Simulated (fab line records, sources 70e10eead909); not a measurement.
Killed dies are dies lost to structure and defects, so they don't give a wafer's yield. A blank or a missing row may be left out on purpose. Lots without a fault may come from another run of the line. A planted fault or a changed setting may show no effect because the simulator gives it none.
Chamber matching | flow nand_harc | NHARC_A_STAIRCASE_DEP_322 on pecvd-01: 3 sister chambers
The step deposits SiO2, target thk 3800 nm. 6 wafers are shown with their chamber, then 9 later ones without.

WAFERS WITH THEIR CHAMBER
wafer  | chamber | heater_power_w (W) | heater_power_outer_w (W)
L080.1 | 1       | 713                | 401
L080.5 | 0       | 546                | 321
L080.6 | 1       | 628                | 339
L084.1 | 2       | 776                | 439
L084.4 | 0       | 553                | 327
L084.6 | 2       | 613                | 325

WAFERS WITHOUT THEIR CHAMBER
wafer  | heater_power_w (W) | heater_power_outer_w (W)
L087.1 | 623                | 329
L087.3 | 746                | 441
L087.5 | 606                | 328
L086.1 | 665                | 424
L086.5 | 547                | 331
L086.6 | 628                | 339
L091.1 | 763                | 432
L091.3 | 578                | 359
L091.4 | 554                | 330

WHICH CHAMBER EACH WENT THROUGH
wafer  | from the rows above          | in truth
L087.1 | can't be placed: 0 or 1 or 2 | 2
L087.3 | can't be placed: 2 or 1      | 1
L087.5 | can't be placed: 0 or 1 or 2 | 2
L086.1 | can't be placed: 2 or 1 or 0 | 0
L086.5 | can't be placed: 0 or 1      | 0
L086.6 | can't be placed: 1 or 0 or 2 | 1
L091.1 | can't be placed: 2 or 1      | 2
L091.3 | can't be placed: 0 or 1 or 2 | 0
L091.4 | can't be placed: 0 or 1 or 2 | 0
Placed correctly: 0 of 9. Can't be placed from these rows: 9 (the true chamber is among the candidates in 9). Placed wrongly: 0.
How it was worked out, from the rows above alone: a wafer's distance from a chamber is the root of the sum, over the readings, of the square of ((its reading less the chamber's mean) divided by the reading's scatter). The wafer belongs to the nearest chamber; if the next one is less than 2 further off, it can't be placed. A chamber's mean is the mean of its shown wafers. The scatter: the root of (the sum of the squares of (reading less its chamber's mean) over the shown wafers, divided by (wafers less chambers)).
